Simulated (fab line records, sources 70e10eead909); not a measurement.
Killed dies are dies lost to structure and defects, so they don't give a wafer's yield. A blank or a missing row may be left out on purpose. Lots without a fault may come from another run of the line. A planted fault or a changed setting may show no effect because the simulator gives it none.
Which tool did it? | flow nand_harc | 13 lots, 39 wafers sampled, at 6 steps of a route of 1302

WHAT THE GAUGES READ, wafer by wafer
NHARC_P_ZERO_WELL_CD_MEAS_24: target cd 720 nm.
lot  | measured     | on        | cd_nm (nm)
L242 | day 2 09:11  | cd_sem-03 | 724.1 722.6 721.6
L244 | day 3 04:31  | cd_sem-02 | 716.9 717.5 720.3
L245 | day 3 14:29  | cd_sem-03 | 717.2 714.6 716.3
L247 | day 4 10:30  | cd_sem-03 | - - -
L255 | day 7 18:30  | cd_sem-01 | 722.4 726.3 723.7
L256 | day 8 04:43  | cd_sem-02 | 721.4 721.6 722.8
L257 | day 8 14:49  | cd_sem-03 | 722.6 723.2 719.7
L258 | day 9 00:36  | cd_sem-02 | 719.7 719.2 721.0
L259 | day 9 10:35  | cd_sem-03 | 717.1 717.6 720.7
L260 | day 9 20:50  | cd_sem-01 | 720.4 720.2 721.9
L261 | day 10 06:22 | cd_sem-01 | 719.1 720.9 719.5
L262 | day 10 16:37 | cd_sem-02 | 718.1 721.1 719.0
L263 | day 11 02:28 | cd_sem-03 | 719.5 718.7 720.3

NHARC_P_ZERO_WELL_INSPECT_43.
lot  | measured     | on                | raw_defect_count
L242 | day 2 14:20  | defect_inspect-02 | 12 9 9
L244 | day 3 09:37  | defect_inspect-02 | 9 3 11
L245 | day 3 19:22  | defect_inspect-01 | 7 20 25
L247 | day 4 15:35  | defect_inspect-02 | 13 32 26
L255 | day 7 23:29  | defect_inspect-01 | 28 18 7
L256 | day 8 09:50  | defect_inspect-01 | 17 15 14
L257 | day 8 19:55  | defect_inspect-01 | 6 16 5
L258 | day 9 05:34  | defect_inspect-01 | 16 8 13
L259 | day 9 15:32  | defect_inspect-02 | 7 5 11
L260 | day 10 01:50 | defect_inspect-02 | 18 12 18
L261 | day 10 11:28 | defect_inspect-02 | 11 8 15
L262 | day 10 21:28 | defect_inspect-01 | 12 8 22
L263 | day 11 07:25 | defect_inspect-01 | 12 8 16

NHARC_P_STI_INSPECT_11.
lot  | measured     | on                | raw_defect_count
L242 | day 3 06:20  | defect_inspect-02 | 7 4 3
L244 | day 4 02:17  | defect_inspect-02 | 11 3 3
L245 | day 4 11:11  | defect_inspect-01 | 4 3 3
L255 | day 8 14:50  | defect_inspect-02 | 7 7 7
L256 | day 9 00:47  | defect_inspect-02 | 6 6 9
L257 | day 9 11:01  | defect_inspect-01 | 3 5 3
L258 | day 9 22:16  | defect_inspect-02 | 3 6 6
L259 | day 10 10:20 | defect_inspect-02 | 1 4 3
L260 | day 10 23:35 | defect_inspect-02 | 4 6 7
L261 | day 10 23:45 | defect_inspect-02 | 6 13 12
L262 | day 11 14:32 | defect_inspect-02 | 3 6 8
L263 | day 12 00:11 | defect_inspect-01 | 15 6 4

NHARC_END_SORT_01.
lot  | measured     | on        | killed_at_array | killed_at_other | killed_at_periphery | killed_dies | killed_open | killed_short
L242 | day 24 23:26 | prober-02 | 100 77 100      | 0 0 2           | 1 1 1               | 101 78 103  | 2 0 5       | 2 4 3
L244 | day 25 14:14 | prober-02 | 73 78 74        | 2 0 1           | 7 5 3               | 82 83 78    | 4 2 3       | 2 2 4
L245 | day 26 06:40 | prober-01 | 53 49 33        | 0 0 0           | 3 2 2               | 56 51 35    | 2 6 1       | 3 0 1
L247 | day 27 15:23 | prober-01 | 82 73 83        | 7 5 4           | 588 599 590         | 677 677 677 | 3 3 5       | 2 4 2
L255 | day 30 10:13 | prober-02 | 59 71 74        | 1 1 0           | 3 4 1               | 63 76 75    | 3 5 8       | 1 3 0
L256 | day 30 15:40 | prober-02 | 59 54 52        | 0 0 0           | 2 1 3               | 61 55 55    | 3 3 7       | 1 3 3
L257 | day 30 14:16 | prober-01 | 33 35 40        | 0 0 1           | 2 1 2               | 35 36 43    | 4 2 2       | 3 2 1
L258 | day 32 13:10 | prober-01 | 76 90 77        | 0 0 0           | 3 3 5               | 79 93 82    | 6 2 1       | 2 5 2
L259 | day 32 20:56 | prober-01 | 69 75 61        | 0 1 0           | 0 1 5               | 69 77 66    | 2 6 4       | 1 2 4
L260 | day 33 04:50 | prober-01 | 33 35 28        | 2 1 0           | 4 2 5               | 39 38 33    | 5 3 2       | 3 3 1
L261 | day 32 22:36 | prober-02 | 52 53 64        | 0 0 0           | 3 3 5               | 55 56 69    | 4 2 5       | 4 6 2
L262 | day 33 12:11 | prober-02 | 36 25 32        | 1 0 0           | 10 12 10            | 47 37 42    | 1 3 6       | 3 1 4
L263 | day 34 01:32 | prober-01 | 47 41 51        | 1 2 2           | 8 1 2               | 56 44 55    | 1 4 6       | 3 2 2

WHICH TOOL RAN EACH LOT (tool, then ch and the chambers of the sampled wafers, then the start)
lot  | NHARC_P_ZERO_WELL_EXPOSE_21       | NHARC_P_GATE_DEP_103
L242 | krf_scanner-04 ch 0, day 2 09:02  | pecvd-04 ch 1,2, day 5 14:41
L244 | krf_scanner-01 ch 0, day 3 04:22  | pecvd-02 ch 0,1,2, day 6 09:38
L245 | krf_scanner-01 ch 0, day 3 14:20  | pecvd-03 ch 0,1,2, day 6 14:56
L247 | krf_scanner-01 ch 0, day 4 10:21  | -
L255 | krf_scanner-03 ch 0, day 7 18:22  | pecvd-02 ch 0,1,2, day 11 04:20
L256 | krf_scanner-04 ch 0, day 8 04:33  | pecvd-02 ch 0,2, day 11 04:54
L257 | krf_scanner-03 ch 0, day 8 14:40  | pecvd-03 ch 0,1,2, day 11 19:56
L258 | krf_scanner-03 ch 0, day 9 00:26  | pecvd-03 ch 0,1, day 12 13:53
L259 | krf_scanner-04 ch 0, day 9 10:25  | pecvd-04 ch 0,1,2, day 12 21:25
L260 | krf_scanner-03 ch 0, day 9 20:41  | pecvd-03 ch 0,1, day 13 03:01
L261 | krf_scanner-03 ch 0, day 10 06:13 | pecvd-04 ch 0,1,2, day 13 02:55
L262 | krf_scanner-01 ch 0, day 10 16:28 | pecvd-03 ch 0,2, day 13 14:53
L263 | krf_scanner-03 ch 0, day 11 02:18 | pecvd-04 ch 0,1, day 14 07:19
- NHARC_P_ZERO_WELL_EXPOSE_21: exposes mask P NWELL, target cd 720 nm.
- NHARC_P_GATE_DEP_103: deposits SiON, target thk 30 nm.

WHAT THE TOOLS THEMSELVES READ (means of the sampled wafers that have a number; where no wafer has one, the mark that the record gives instead)
NHARC_P_GATE_DEP_103.
lot  | tool     | heater_power_w (W)
L242 | pecvd-04 | 826
L244 | pecvd-02 | 701
L245 | pecvd-03 | 707
L255 | pecvd-02 | 718
L256 | pecvd-02 | 714
L257 | pecvd-03 | 723
L258 | pecvd-03 | 733
L259 | pecvd-04 | 785
L260 | pecvd-03 | 702
L261 | pecvd-04 | 782
L262 | pecvd-03 | 671
L263 | pecvd-04 | 779

THE ANSWER, worked out from the rows above alone
Rule: what is usual is taken from the lots themselves. Put in order of their means at a reading, lots are off if they are a third of the lots or fewer, leave a main group of 4 or more, and stand apart from it by a gap of 3 or more times the standard deviation of the main group's means; of several such gaps the widest counts. A main group whose means are all the same, to the digits that the tables above print for the reading, isn't used. A lot without any number at a reading at which 4 lots or more have one is off too. The other lots that the step has rows for count as sound. The gauges are gone through in route order, then the tools' own readings, and for those a lot's mean is taken as printed above. The first step at which some lot is off is used, and at that step the reading that is off furthest; a lot without a number counts as furthest.
Off: L247, at NHARC_P_ZERO_WELL_CD_MEAS_24 (cd_nm). Without a number there: L247. The main group: mean 720.2 nm, standard deviation 2.1.
A tool fits if, at a process step before that reading, it ran every lot that is off, and no sound lot after the first of them. The gauges at NHARC_P_ZERO_WELL_CD_MEAS_24 aren't tried: what is off there is off at NHARC_END_SORT_01 too, on other tools, and a gauge's error can't cause that. None of those tried fits.

WHAT THE SIMULATOR HAD PUT IN
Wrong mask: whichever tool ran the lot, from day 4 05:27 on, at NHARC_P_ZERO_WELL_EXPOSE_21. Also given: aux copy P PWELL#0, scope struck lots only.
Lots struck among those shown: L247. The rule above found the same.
